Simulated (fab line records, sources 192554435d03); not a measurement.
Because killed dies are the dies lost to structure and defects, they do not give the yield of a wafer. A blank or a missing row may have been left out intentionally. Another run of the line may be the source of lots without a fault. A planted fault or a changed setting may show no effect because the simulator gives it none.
Split-lot experiment :: flow n5-finfet :: 36 wafers read from 7 lots, route of 1938 steps

== ABOUT THE SPLIT ==
At N5_BEOL_M13_TRENCH_ETCH_34 (etches SiOC in C4F8/O2/Ar, target depth 413.47 nm, time 162.6 s), the setting time-s was moved away from the recipe's 162.6 s on 14 of the 36 wafers read, by -34.6% to +40.7%. The other wafers ran this setting at the recipe's value.

== FROM THE SPLIT TO THE READING: what the file shows between them, 10 steps ==
- N5_BEOL_M13_STRIP_70: strips in C4F8/O2/Ar
- N5_BEOL_M13_OCD_MEAS_35
- N5_BEOL_M13_STRIP_37: strips in N2/H2
- N5_BEOL_M13_ETCH_38: etches SiCN in CF4/N2, target depth 67.5 nm, time 71.9 s
- N5_BEOL_M13_ECD_47: material Cu, target thk 936 nm
- N5_BEOL_M13_ANNEAL_48: time 90 s
- N5_BEOL_M13_CMP_49: polishes, stops on SiOC, t overpolish 17.1 s, target thk 420 nm
- N5_BEOL_M13_THK_MEAS_50: measures by xrf
- N5_BEOL_M13_PRE_CLEAN_52: time 15 s
- N5_BEOL_M13_DEP_53: deposits SiCN from 3MS/NH3, target thk 50 nm, time 17.8 s

== THE READING ==
M13_RS, in ohm/sq, at N5_BEOL_M13_RS_MEAS_54 (measures by four-point-probe). Fault-free wafers of this fab line usually give 0.0451 ohm/sq, standard deviation 0.00075 ohm/sq.

wafer: L075.1
tool, chamber at the split: rie-diel-03, 3
time-s as run, s: 162.6
against the recipe: recipe
M13_RS, ohm/sq: 0.0436
against lot-mates on the recipe: -

wafer: L075.2
tool, chamber at the split: rie-diel-03, 2
time-s as run, s: 162.6
against the recipe: recipe
M13_RS, ohm/sq: 0.0435
against lot-mates on the recipe: -

wafer: L075.6
tool, chamber at the split: rie-diel-03, 2
time-s as run, s: 162.6
against the recipe: recipe
M13_RS, ohm/sq: 0.0433
against lot-mates on the recipe: -

wafer: L082.1
tool, chamber at the split: rie-diel-03, 0
time-s as run, s: 106.4
against the recipe: -34.6%
M13_RS, ohm/sq: 0.0690
against lot-mates on the recipe: +0.0243

wafer: L082.2
tool, chamber at the split: rie-diel-03, 3
time-s as run, s: 162.6
against the recipe: recipe
M13_RS, ohm/sq: 0.0447
against lot-mates on the recipe: -

wafer: L082.3
tool, chamber at the split: rie-diel-03, 2
time-s as run, s: 106.4
against the recipe: -34.6%
M13_RS, ohm/sq: 0.0682
against lot-mates on the recipe: +0.0235

wafer: L091.1
tool, chamber at the split: rie-diel-05, 3
time-s as run, s: 162.6
against the recipe: recipe
M13_RS, ohm/sq: 0.0458
against lot-mates on the recipe: -

wafer: L091.2
tool, chamber at the split: rie-diel-05, 2
time-s as run, s: 162.6
against the recipe: recipe
M13_RS, ohm/sq: 0.0456
against lot-mates on the recipe: -

wafer: L091.3
tool, chamber at the split: rie-diel-05, 1
time-s as run, s: 162.6
against the recipe: recipe
M13_RS, ohm/sq: 0.0466
against lot-mates on the recipe: -

wafer: L091.4
tool, chamber at the split: rie-diel-05, 0
time-s as run, s: 162.6
against the recipe: recipe
M13_RS, ohm/sq: 0.0458
against lot-mates on the recipe: -

wafer: L091.5
tool, chamber at the split: rie-diel-05, 3
time-s as run, s: 162.6
against the recipe: recipe
M13_RS, ohm/sq: 0.0459
against lot-mates on the recipe: -

wafer: L091.6
tool, chamber at the split: rie-diel-05, 2
time-s as run, s: 162.6
against the recipe: recipe
M13_RS, ohm/sq: 0.0461
against lot-mates on the recipe: -

wafer: L088.1
tool, chamber at the split: rie-diel-04, 1
time-s as run, s: 222.2
against the recipe: +36.7%
M13_RS, ohm/sq: 0.0333
against lot-mates on the recipe: -0.0115

wafer: L088.2
tool, chamber at the split: rie-diel-04, 2
time-s as run, s: 162.6
against the recipe: recipe
M13_RS, ohm/sq: 0.0451
against lot-mates on the recipe: -

wafer: L088.3
tool, chamber at the split: rie-diel-04, 0
time-s as run, s: 222.2
against the recipe: +36.7%
M13_RS, ohm/sq: 0.0325
against lot-mates on the recipe: -0.0123

wafer: L088.4
tool, chamber at the split: rie-diel-04, 3
time-s as run, s: 162.6
against the recipe: recipe
M13_RS, ohm/sq: 0.0451
against lot-mates on the recipe: -

wafer: L088.5
tool, chamber at the split: rie-diel-04, 0
time-s as run, s: 222.2
against the recipe: +36.7%
M13_RS, ohm/sq: 0.0329
against lot-mates on the recipe: -0.0119

wafer: L088.6
tool, chamber at the split: rie-diel-04, 3
time-s as run, s: 162.6
against the recipe: recipe
M13_RS, ohm/sq: 0.0443
against lot-mates on the recipe: -

wafer: L092.1
tool, chamber at the split: rie-diel-04, 1
time-s as run, s: 162.6
against the recipe: recipe
M13_RS, ohm/sq: 0.0456
against lot-mates on the recipe: -

wafer: L092.2
tool, chamber at the split: rie-diel-04, 0
time-s as run, s: 228.8
against the recipe: +40.7%
M13_RS, ohm/sq: 0.0318
against lot-mates on the recipe: -0.0133

wafer: L092.3
tool, chamber at the split: rie-diel-04, 3
time-s as run, s: 162.6
against the recipe: recipe
M13_RS, ohm/sq: 0.0446
against lot-mates on the recipe: -

wafer: L092.4
tool, chamber at the split: rie-diel-04, 2
time-s as run, s: 162.6
against the recipe: recipe
M13_RS, ohm/sq: 0.0450
against lot-mates on the recipe: -

wafer: L092.5
tool, chamber at the split: rie-diel-04, 3
time-s as run, s: 228.8
against the recipe: +40.7%
M13_RS, ohm/sq: 0.0316
against lot-mates on the recipe: -0.0135

wafer: L092.6
tool, chamber at the split: rie-diel-04, 2
time-s as run, s: 228.8
against the recipe: +40.7%
M13_RS, ohm/sq: 0.0318
against lot-mates on the recipe: -0.0133

wafer: L094.1
tool, chamber at the split: rie-diel-04, 0
time-s as run, s: 162.6
against the recipe: recipe
M13_RS, ohm/sq: 0.0451
against lot-mates on the recipe: -

wafer: L094.2
tool, chamber at the split: rie-diel-04, 3
time-s as run, s: 162.6
against the recipe: recipe
M13_RS, ohm/sq: 0.0441
against lot-mates on the recipe: -

wafer: L094.3
tool, chamber at the split: rie-diel-04, 2
time-s as run, s: 219.5
against the recipe: +35.0%
M13_RS, ohm/sq: 0.0330
against lot-mates on the recipe: -0.0115

wafer: L094.4
tool, chamber at the split: rie-diel-04, 1
time-s as run, s: 219.5
against the recipe: +35.0%
M13_RS, ohm/sq: 0.0339
against lot-mates on the recipe: -0.0106

wafer: L094.5
tool, chamber at the split: rie-diel-04, 3
time-s as run, s: 162.6
against the recipe: recipe
M13_RS, ohm/sq: 0.0443
against lot-mates on the recipe: -

wafer: L094.6
tool, chamber at the split: rie-diel-04, 0
time-s as run, s: 219.5
against the recipe: +35.0%
M13_RS, ohm/sq: 0.0331
against lot-mates on the recipe: -0.0114

wafer: L097.1
tool, chamber at the split: rie-diel-03, 0
time-s as run, s: 162.6
against the recipe: recipe
M13_RS, ohm/sq: 0.0454
against lot-mates on the recipe: -

wafer: L097.2
tool, chamber at the split: rie-diel-03, 3
time-s as run, s: 196
against the recipe: +20.5%
M13_RS, ohm/sq: 0.0374
against lot-mates on the recipe: -0.0076

wafer: L097.3
tool, chamber at the split: rie-diel-03, 2
time-s as run, s: 162.6
against the recipe: recipe
M13_RS, ohm/sq: 0.0448
against lot-mates on the recipe: -

wafer: L097.4
tool, chamber at the split: rie-diel-03, 0
time-s as run, s: 196
against the recipe: +20.5%
M13_RS, ohm/sq: 0.0375
against lot-mates on the recipe: -0.0075

wafer: L097.5
tool, chamber at the split: rie-diel-03, 3
time-s as run, s: 196
against the recipe: +20.5%
M13_RS, ohm/sq: 0.0371
against lot-mates on the recipe: -0.0079

wafer: L097.6
tool, chamber at the split: rie-diel-03, 2
time-s as run, s: 162.6
against the recipe: recipe
M13_RS, ohm/sq: 0.0447
against lot-mates on the recipe: -

FIT RESULTS
A straight line over all 36 wafers: M13_RS changes by -0.000411 ohm/sq for each +1% of time-s; r = -0.95; the points scatter about the line by 0.0025 ohm/sq.
The same after taking each lot's own level away (the mean of its wafers on the recipe; 36 wafers): -0.00041 ohm/sq for each +1%; r = -0.95; scatter 0.0025 ohm/sq.
According to that fit, moving time-s by its largest amount changes the reading by 0.017 ohm/sq.
Measured against the standard deviation above, the lots' own levels, which go from 0.04347 to 0.04597 ohm/sq, span 3.3 times it.
The two slopes agree, so the slope changes little with the lot-to-lot level.
Check: for one of the wafers moved furthest among these (+40.7%), held out of the fit, the line's prediction against its lot-mates is -0.0155 ohm/sq. Against them it came out at -0.0133 ohm/sq.

== THE WHOLE CHAIN: every reading that the file lists as answering this split, in the file's order ==
step: N5_BEOL_M13_TRENCH_ETCH_34
what it does: etches SiOC in C4F8/O2/Ar, target depth 413.47 nm, time 162.6 s
reading: etch.depth-nm (the simulator's own value, which no gauge read)
change (the file's fit): +4.06 nm for each +1% of the setting
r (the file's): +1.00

step: N5_BEOL_M13_OCD_MEAS_35
what it does: 
reading: trench-depth-nm
change (the file's fit): +4.06 nm for each +1% of the setting
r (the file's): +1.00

step: N5_BEOL_M13_CMP_49
what it does: polishes, stops on SiOC, t overpolish 17.1 s, target thk 420 nm
reading: Cu_of_BEOL_M13_ECD_47.thk-nm (the simulator's own value, which no gauge read)
change (the file's fit): +4.07 nm for each +1% of the setting
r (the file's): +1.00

step: N5_BEOL_M13_THK_MEAS_50
what it does: measures by xrf
reading: M13_THK
change (the file's fit): +4.08 for each +1% of the setting
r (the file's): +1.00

step: N5_BEOL_M13_RS_MEAS_54
what it does: measures by four-point-probe
reading: M13_RS
change (the file's fit): -0.000366 for each +1% of the setting
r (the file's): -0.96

== THE FILE'S OWN FIT ==
M13_RS changes by -0.000366 ohm/sq for each +1% of time-s, r = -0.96.
